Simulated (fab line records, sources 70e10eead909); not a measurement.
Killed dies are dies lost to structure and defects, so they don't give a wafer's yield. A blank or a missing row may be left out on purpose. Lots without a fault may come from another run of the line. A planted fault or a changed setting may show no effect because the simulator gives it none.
fab line records | flow nand_harc
record lots=14 wafers=42 last_day=34
route steps=1302 shown A_ZERO_WELL@411 A_SOURCE_PLATE@416 A_ONON_D1@433 END@1302
lots that met no fault: from a run of the same line without faults
start_h: hours from the record's first day to the start of the lot's first wafer shown | wait_h: hours since the lot's step before | " the same as in the row above | L1.1+2: a row that stands for several wafers | - no value, or no start given | * or withheld: withheld | < > ~ a bound
route shown NAME@n: a module of which the file shows steps, and the number in the route of the first | usual: mean/standard deviation of fault-free wafers | same: alike in all rows | chamber/n: place in a boat | sites: the reading at each site | _std_site: their standard deviation | _edge_site: outer sites' mean less inner sites' | radius_mm: how far each site lies from the wafer's centre | mask NAME#n: copy n | behind: the tool/chamber that last shaped the wafer | hold: why the lot was held/for how many hours/how that ended | device: the transistor (n, p or np) that didn't switch | end of line: the same wafers' tests at the end of the route | a step without rows: its recipe alone | killed: dies lost to structure and defects at the first sort, not the wafer's yield | map: a wafer's dies, x killed, . not, _ none there
set.NAME: the setting as run; set.NAME@STEP: as run at that earlier step | model.NAME: the simulator's own value behind a step, which no gauge read
steps of the route over a sample of lots; a table a step, a row a wafer
services: from which hour (start_h, from the record's first day; less than 0 if before it) a tool's chamber was out of use, for how many hours, and why
## steps
# step NHARC_A_ZERO_WELL_RTA_16
# recipe temp_c=1000 time_s=10
# usual lamp_power_pct=31.4/1.3 wafer_temp_C_max=1006.4/1.3
# columns lot.wafer tool chamber start_h wait_h lamp_power_pct wafer_temp_C_max
L997.4 rtp_anneal-02 0 134.35 - 32.3 1007.3
L997.5 " 0 " " 32.3 1007.7
L997.6 " 0 " " 32.3 1010.1
L999.1 rtp_anneal-02 0 160.45 - 32.3 1004.3
L999.2 " 0 " " 32.3 1006.0
L999.5 " 0 " " 32.3 1007.5
L100.1 rtp_anneal-02 0 164.30 - 32.3 1008.2
L100.4 " 0 " " 32.3 1008.8
L100.6 " 0 " " 32.3 1006.7
L101.1 rtp_anneal-02 0 182.63 - 32.2 1006.6
L101.3 " 0 " " 32.3 1005.5
L101.6 " 0 " " 32.3 1008.8
L103.2 rtp_anneal-01 0 201.03 - 29.6 1006.2
L103.3 " 0 " " 29.6 1005.1
L103.6 " 0 " " 29.6 1005.2
L110.1 rtp_anneal-02 0 270.90 - 32.3 1006.9
L110.5 " 0 " " 32.3 1006.9
L110.6 " 0 " " 32.3 1006.3
L111.3 rtp_anneal-01 0 288.58 - 29.6 1004.2
L111.5 " 0 " " 29.6 1004.9
L111.6 " 0 " " 29.6 1004.5
L114.1 rtp_anneal-01 0 307.45 - 29.6 1005.2
L114.3 " 0 " " 29.5 1006.0
L114.5 " 0 " " 29.6 1009.7
L115.2 rtp_anneal-02 0 321.88 - 32.3 1005.1
L115.3 " 0 " " 32.3 1005.7
L115.4 " 0 " " 32.3 1007.8
L116.2 rtp_anneal-02 0 336.36 - 32.3 1008.8
L116.5 " 0 " " 32.3 1006.0
L116.6 " 0 " " 32.3 1006.9
L117.2 rtp_anneal-02 0 339.60 - 32.3 1006.3
L117.4 " 0 " " 32.3 1005.3
L117.5 " 0 " " 32.3 1005.1
L118.1 rtp_anneal-02 0 343.90 - 32.3 1006.6
L118.3 " 0 " " 32.3 1005.7
L118.6 " 0 " " 32.3 1006.7
L119.1 rtp_anneal-02 0 360.33 - 32.3 1005.1
L119.2 " 0 " " 32.3 1005.9
L119.3 " 0 " " 32.3 1008.7
L120.1 rtp_anneal-02 0 364.42 - 32.3 1004.8
L120.2 " 0 " " 32.3 1006.2
L120.3 " 0 " " 32.3 1007.6
# step NHARC_A_SOURCE_PLATE_THK_MEAS_09
# recipe thk_meas_gauge=ellipsometry
# usual thk_nm=9.9/0.97
# columns lot.wafer tool chamber start_h wait_h thk_nm
L997.4 film_metro-01 - 141.25 0.4 10.5
L997.5 " - " " 9.0
L997.6 " - " " 10.7
L999.1 film_metro-01 - 167.42 0.4 9.3
L999.2 " - " " 11.6
L999.5 " - " " 10.0
L100.1 film_metro-02 - 171.30 0.4 9.0
L100.4 " - " " 10.7
L100.6 " - " " 9.8
L101.1 film_metro-02 - 193.55 0.4 9.5
L101.3 " - " " 8.5
L101.6 " - " " 9.1
L103.2 film_metro-02 - 208.70 0.4 9.6
L103.3 " - " " 8.7
L103.6 " - " " 9.4
L110.1 film_metro-01 - 277.96 0.4 10.1
L110.5 " - " " 10.1
L110.6 " - " " 10.0
L111.3 film_metro-01 - 296.09 0.4 11.8
L111.5 " - " " 10.8
L111.6 " - " " 9.2
L114.1 film_metro-01 - 314.54 0.4 8.7
L114.3 " - " " 9.7
L114.5 " - " " 9.3
L115.2 film_metro-02 - 328.91 0.4 10.7
L115.3 " - " " 9.1
L115.4 " - " " 9.5
L116.2 film_metro-02 - 343.69 0.4 9.3
L116.5 " - " " 10.2
L116.6 " - " " 8.5
L117.2 film_metro-01 - 347.00 0.4 10.9
L117.4 " - " " 10.6
L117.5 " - " " 9.6
L118.1 film_metro-01 - 351.36 0.4 9.4
L118.3 " - " " 8.8
L118.6 " - " " 9.1
L119.1 film_metro-02 - 367.55 0.4 8.5
L119.2 " - " " 10.8
L119.3 " - " " 9.7
L120.1 film_metro-02 - 372.98 0.4 10.3
L120.2 " - " " 7.9
L120.3 " - " " 11.7
# step NHARC_A_ONON_D1_THK_MEAS_14
# recipe thk_meas_gauge=ellipsometry
# usual thk_nm=998/12
# columns lot.wafer tool chamber start_h wait_h thk_nm
L997.4 film_metro-01 - 157.14 - 996
L997.5 " - " " 994
L997.6 " - " " 995
L999.1 film_metro-02 - 183.67 - 1008
L999.2 " - " " 1007
L999.5 " - " " 1006
L100.1 film_metro-02 - 189.79 - 982
L100.4 " - " " 982
L100.6 " - " " 985
L101.1 film_metro-02 - 209.51 - 1006
L101.3 " - " " 1007
L101.6 " - " " 1007
L103.2 film_metro-01 - 224.07 - 996
L103.3 " - " " 997
L103.6 " - " " 996
L110.1 film_metro-02 - 294.03 - 1009
L110.5 " - " " 1007
L110.6 " - " " 1010
L111.3 film_metro-02 - 311.47 - 1009
L111.5 " - " " 1008
L111.6 " - " " 1009
L114.1 film_metro-01 - 330.48 - 973
L114.3 " - " " 972
L114.5 " - " " 972
L115.2 film_metro-02 - 344.90 - 1012
L115.3 " - " " 1013
L115.4 " - " " 1010
L116.2 film_metro-02 - 361.16 - 999
L116.5 " - " " 1001
L116.6 " - " " 998
L117.2 film_metro-01 - 361.19 - 1019
L117.4 " - " " 1019
L117.5 " - " " 1019
L118.1 film_metro-02 - 366.79 - 1015
L118.3 " - " " 1013
L118.6 " - " " 1013
L119.1 film_metro-01 - 383.42 - 998
L119.2 " - " " 997
L119.3 " - " " 999
L120.1 film_metro-01 - 391.83 - 984
L120.2 " - " " 983
L120.3 " - " " 985
# step NHARC_A_ONON_D1_DEP_22
# recipe target_thk_a=10000 n2_flow_sccm=2750 n2o_flow_sccm=2000 nh3_flow_sccm=500 sih4_flow_sccm=210 temp_c=400
# columns lot.wafer tool chamber start_h wait_h
L997.4+5+6 pecvd_onon-02 0 165.75 0.2
L999.1+2+5 pecvd_onon-01 0 191.94 0.1
L100.1+4+6 pecvd_onon-01 0 201.87 0.1
L101.1+3+6 pecvd_onon-01 0 217.93 0.1
L103.2+3+6 pecvd_onon-01 0 233.48 0.1
L110.1+5+6 pecvd_onon-01 0 302.72 0.1
L111.3+5+6 pecvd_onon-02 0 325.03 0.2
L114.1+3+5 pecvd_onon-01 0 340.97 0.1
L115.2+3+4 pecvd_onon-02 0 353.35 0.1
L116.2+5+6 pecvd_onon-04 0 373.57 0.1
L117.2+4+5 pecvd_onon-01 0 373.72 0.1
L118.1+3+6 pecvd_onon-04 0 373.87 0.1
L119.1+2+3 pecvd_onon-02 0 393.95 0.1
L120.1+2+3 pecvd_onon-04 0 400.26 0.1
# step NHARC_A_ONON_D1_THK_MEAS_24
# recipe thk_meas_gauge=ellipsometry
# usual thk_nm=1001/9.2
# columns lot.wafer tool chamber start_h wait_h thk_nm
L997.4 film_metro-02 - 166.08 - 990
L997.5 " - " " 990
L997.6 " - " " 989
L999.1 film_metro-01 - 192.45 - 1004
L999.2 " - " " 1004
L999.5 " - " " 1004
L100.1 film_metro-01 - 202.38 - 1504
L100.4 " - " " 1506
L100.6 " - " " 1505
L101.1 film_metro-02 - 218.45 - 1471
L101.3 " - " " 1471
L101.6 " - " " 1472
L103.2 film_metro-02 - 233.93 - 1492
L103.3 " - " " 1494
L103.6 " - " " 1493
L110.1 film_metro-02 - 303.23 - 986
L110.5 " - " " 987
L110.6 " - " " 988
L111.3 film_metro-01 - 325.43 - 994
L111.5 " - " " 996
L111.6 " - " " 996
L114.1 film_metro-01 - 341.47 - 992
L114.3 " - " " 991
L114.5 " - " " 991
L115.2 film_metro-02 - 353.81 - 991
L115.3 " - " " 991
L115.4 " - " " 991
L116.2 film_metro-01 - 374.03 - 1013
L116.5 " - " " 1012
L116.6 " - " " 1011
L117.2 film_metro-01 - 374.17 - 1003
L117.4 " - " " 1003
L117.5 " - " " 1001
L118.1 film_metro-01 - 374.38 - 1000
L118.3 " - " " 1002
L118.6 " - " " 1000
L119.1 film_metro-01 - 394.46 - 1003
L119.2 " - " " 1005
L119.3 " - " " 1004
L120.1 film_metro-01 - 400.77 - 1011
L120.2 " - " " 1010
L120.3 " - " " 1010
# step NHARC_END_SORT_01
# recipe temp_c=25
# usual killed_at_array=52/18 killed_at_other=0.6/0.83 killed_at_periphery=4.3/2.8 killed_dies=57/19 killed_open=3.4/2 killed_short=2.5/1.7
# same gross_dies=677
# columns lot.wafer tool chamber start_h wait_h killed_at_array killed_at_other killed_at_periphery killed_dies killed_open killed_short
L999.1 prober-02 0 572.51 2.5 79 0 1 80 4 1
L999.2 prober-02 0 573.30 2.8 83 0 4 87 2 2
L999.5 prober-02 0 575.66 3.6 76 0 5 81 3 4
L101.1 prober-02 0 588.38 2.5 665 0 12 677 10 3
L101.3 prober-02 0 589.99 3.1 668 0 9 677 4 0
L101.6 prober-02 0 592.40 4.0 667 0 10 677 3 3
L100.1 prober-01 0 592.81 2.5 674 0 3 677 0 8
L100.4 prober-01 0 595.20 3.4 673 1 3 677 2 1
L100.6 prober-01 0 596.79 4.0 670 2 5 677 6 2
L103.2 prober-02 0 612.47 2.8 673 1 3 677 2 3
L103.3 prober-02 0 613.28 3.1 670 1 6 677 4 3
L103.6 prober-02 0 615.69 4.0 676 0 1 677 1 1
L111.3 prober-02 0 704.90 3.1 58 1 3 62 0 1
L111.5 prober-02 0 706.50 3.7 74 1 2 77 4 3
L111.6 prober-02 0 707.31 4.0 70 0 2 72 5 1
L114.1 prober-01 0 714.23 2.5 32 0 9 41 7 3
L114.3 prober-01 0 715.85 3.1 31 4 5 40 1 1
L114.5 prober-01 0 717.48 3.7 32 1 9 42 3 2
# killed by level:class
L999.1 A_CHANNEL_HOLE_D1:chamber_film_flake=40 A_CHANNEL_HOLE_D2:chamber_film_flake=27 A_CONTACT:chamber_film_flake=3 A_BLC:geometric_particle:open=2 A_STAIRCASE:chamber_film_flake=2 A_DECK1_JOINT:geometric_particle:open=1 A_WL_FILL:geometric_particle:short=1 A_WL_FILL:geometric_particle:open=1
L999.2 A_CHANNEL_HOLE_D1:chamber_film_flake=39 A_CHANNEL_HOLE_D2:chamber_film_flake=27 A_CONTACT:chamber_film_flake=4 A_STAIRCASE:chamber_film_flake=3 A_CONTACT:unspecified=3 A_CHANNEL_FILL_D2:geometric_particle:short=2 A_CHANNEL_FILL_D2:chamber_film_flake=2 P_GATE:geometric_particle:open=1
L999.5 A_CHANNEL_HOLE_D2:chamber_film_flake=30 A_CHANNEL_HOLE_D1:chamber_film_flake=26 A_STAIRCASE:chamber_film_flake=5 A_CONTACT:chamber_film_flake=5 A_CHANNEL_FILL_D1:chamber_film_flake=2 P_GATE:geometric_particle:open=1 P_CONTACT:geometric_particle:short=1 A_DECK1_JOINT:geometric_particle:short=1
L101.1 A_ONON_D1:area_dep=597 A_CHANNEL_HOLE_D1:chamber_film_flake=32 A_SLIT:chamber_film_flake=19 P_GATE:chamber_film_flake=5 A_CONTACT:chamber_film_flake=4 A_CHANNEL_HOLE_D2:chamber_film_flake=4 P_STI:geometric_particle:open=2 P_CONTACT:geometric_particle:open=2
L101.3 A_ONON_D1:area_dep=605 A_CHANNEL_HOLE_D1:chamber_film_flake=32 A_SLIT:chamber_film_flake=13 A_CHANNEL_HOLE_D2:chamber_film_flake=7 P_GATE:chamber_film_flake=5 A_STAIRCASE:chamber_film_flake=4 A_CONTACT:chamber_film_flake=4 P_CONTACT:geometric_particle:open=2
L101.6 A_ONON_D1:area_dep=596 A_CHANNEL_HOLE_D1:chamber_film_flake=40 A_SLIT:chamber_film_flake=19 P_GATE:chamber_film_flake=8 A_CONTACT:chamber_film_flake=3 P_GATE:geometric_particle:short=1 A_ONON_D1:geometric_particle:open=1 A_CHANNEL_FILL_D1:geometric_particle:short=1
L100.1 A_ONON_D1:area_dep=650 A_STAIRCASE:chamber_film_flake=5 A_CHANNEL_HOLE_D2:chamber_film_flake=4 A_CONTACT:chamber_film_flake=4 A_ONON_D2:geometric_particle:short=3 A_CHANNEL_HOLE_D1:chamber_film_flake=3 P_STI:chamber_film_flake=2 P_M0:geometric_particle:short=1
L100.4 A_ONON_D1:area_dep=661 A_STAIRCASE:chamber_film_flake=6 A_CHANNEL_HOLE_D2:chamber_film_flake=3 P_GATE:chamber_film_flake=2 P_CONTACT:geometric_particle:open=1 A_SGD_CUT:geometric_particle:open=1 STARTING-WAFER:geometric_particle:short=1 A_CHANNEL_FILL_D1:chamber_film_flake=1
L100.6 A_ONON_D1:area_dep=645 A_STAIRCASE:chamber_film_flake=7 A_CHANNEL_HOLE_D2:chamber_film_flake=6 A_CONTACT:chamber_film_flake=3 P_M0:geometric_particle:open=2 A_M0:geometric_particle:open=2 A_CHANNEL_HOLE_D1:chamber_film_flake=2 A_SLIT:chamber_film_flake=2
L103.2 A_ONON_D1:area_dep=623 A_CHANNEL_HOLE_D2:chamber_film_flake=37 P_ZERO_WELL:chamber_film_flake=3 A_CHANNEL_HOLE_D1:chamber_film_flake=3 A_SLIT:chamber_film_flake=2 A_CONTACT:chamber_film_flake=2 A_CHANNEL_FILL_D1:geometric_particle:open=1 A_CHANNEL_FILL_D1:geometric_particle:short=1
L103.3 A_ONON_D1:area_dep=614 A_CHANNEL_HOLE_D2:chamber_film_flake=38 P_ZERO_WELL:chamber_film_flake=4 A_CONTACT:chamber_film_flake=3 A_ONON_D2:geometric_particle:short=2 P_M1:chamber_film_flake=2 A_CHANNEL_HOLE_D1:chamber_film_flake=2 A_STAIRCASE:chamber_film_flake=2
L103.6 A_ONON_D1:area_dep=630 A_CHANNEL_HOLE_D2:chamber_film_flake=34 A_CONTACT:chamber_film_flake=5 A_CHANNEL_HOLE_D1:geometric_particle:short=1 A_M0:geometric_particle:open=1 P_M1:chamber_film_flake=1 A_ZERO_WELL:chamber_film_flake=1 A_CHANNEL_HOLE_D1:chamber_film_flake=1
L111.3 A_CHANNEL_HOLE_D1:chamber_film_flake=36 A_CHANNEL_HOLE_D2:chamber_film_flake=9 A_CONTACT:chamber_film_flake=8 P_M2:chamber_film_flake=3 A_STAIRCASE:chamber_film_flake=2 A_SLIT:chamber_film_flake=2 A_ONON_D2:geometric_particle:short=1 THIN_TSV:chamber_film_flake=1
L111.5 A_CHANNEL_HOLE_D1:chamber_film_flake=32 A_CHANNEL_HOLE_D2:chamber_film_flake=17 A_CONTACT:chamber_film_flake=7 A_SLIT:chamber_film_flake=5 A_STAIRCASE:chamber_film_flake=3 P_M2:chamber_film_flake=2 A_ZERO_WELL:chamber_film_flake=2 A_CHANNEL_HOLE_D1:geometric_particle:short=1
L111.6 A_CHANNEL_HOLE_D1:chamber_film_flake=37 A_CHANNEL_HOLE_D2:chamber_film_flake=13 A_CONTACT:chamber_film_flake=7 A_ONON_D1:geometric_particle:open=2 A_ZERO_WELL:chamber_film_flake=2 A_SLIT:chamber_film_flake=2 A_ONON_D2:geometric_particle:open=1 A_CHANNEL_FILL_D2:geometric_particle:open=1
L114.1 A_CHANNEL_HOLE_D1:chamber_film_flake=10 P_GATE:chamber_film_flake=6 A_SLIT:chamber_film_flake=5 A_CHANNEL_FILL_D2:chamber_film_flake=3 A_DECK1_JOINT:geometric_particle:open=2 A_ONON_D2:geometric_particle:open=2 A_M0:geometric_particle:open=2 P_ZERO_WELL:chamber_film_flake=2
L114.3 A_CHANNEL_HOLE_D1:chamber_film_flake=12 A_SLIT:chamber_film_flake=6 A_CONTACT:chamber_film_flake=6 P_GATE:chamber_film_flake=5 A_STAIRCASE:chamber_film_flake=4 THIN_TSV:chamber_film_flake=3 A_CHANNEL_HOLE_D1:geometric_particle:open=1 STARTING-WAFER:geometric_particle:short=1
L114.5 A_CHANNEL_HOLE_D1:chamber_film_flake=11 P_GATE:chamber_film_flake=8 A_CONTACT:chamber_film_flake=6 A_STAIRCASE:chamber_film_flake=5 A_SLIT:chamber_film_flake=4 A_ONON_D1:geometric_particle:open=1 A_ONON_D2:geometric_particle:short=1 A_CHANNEL_HOLE_D2:geometric_particle:short=1
## services
# columns tool chamber start_h hours kind
pecvd_onon-04 - 130.00 13.0 pm
pecvd_onon-02 - 155.80 0.1 repair
pecvd_onon-02 - 185.09 13.0 pm
pecvd_onon-01 - 269.21 13.0 pm
pecvd_onon-04 - 311.00 13.0 pm
pecvd_onon-02 - 366.09 13.0 pm
rtp_anneal-01 - 372.00 12.0 pm
## key
first_sign step=NHARC_A_ONON_D1_THK_MEAS_24 reading=thk_nm direction=up sigmas=53 usual=1001 struck=1490
effect step=NHARC_END_SORT_01 reading=killed_at_array direction=up sigmas=34 usual=52 struck=671
more_kills_born_at NHARC_A_ONON_D1_DEP_22@pecvd_onon-01=5621
met_at NHARC_A_ONON_D1_DEP_22
struck_lots L100,L101,L103
later_rows_left_out L100.1,L100.4,L100.6,L101.1,L101.3,L101.6,L103.2,L103.3,L103.6
tester_left_out L100,L101,L103
not_acting_at NHARC_A_ZERO_WELL_RTA_16,NHARC_A_SOURCE_PLATE_THK_MEAS_09,NHARC_A_ONON_D1_THK_MEAS_14
onset_between 191.94 201.87
fault kind=process_parameter_drift tool=pecvd_onon-01 chamber=- onset_h=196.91 steps=NHARC_A_ONON_D1_DEP_22 channel=target_thk_a offset=* shape=step end_h=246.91 acts_in=* stated=*
# tester_left_out: of these lots the tester's yield and bins aren't shown, on N5 and GAA mostly nor the transistor test; their killed dies are dies lost to structure and defects alone, not to doping, threshold or leakage, so they don't give the yield
# later_rows_left_out: the simulator's readings of these wafers behind a module that went badly wrong aren't trusted and aren't shown, but for the sort
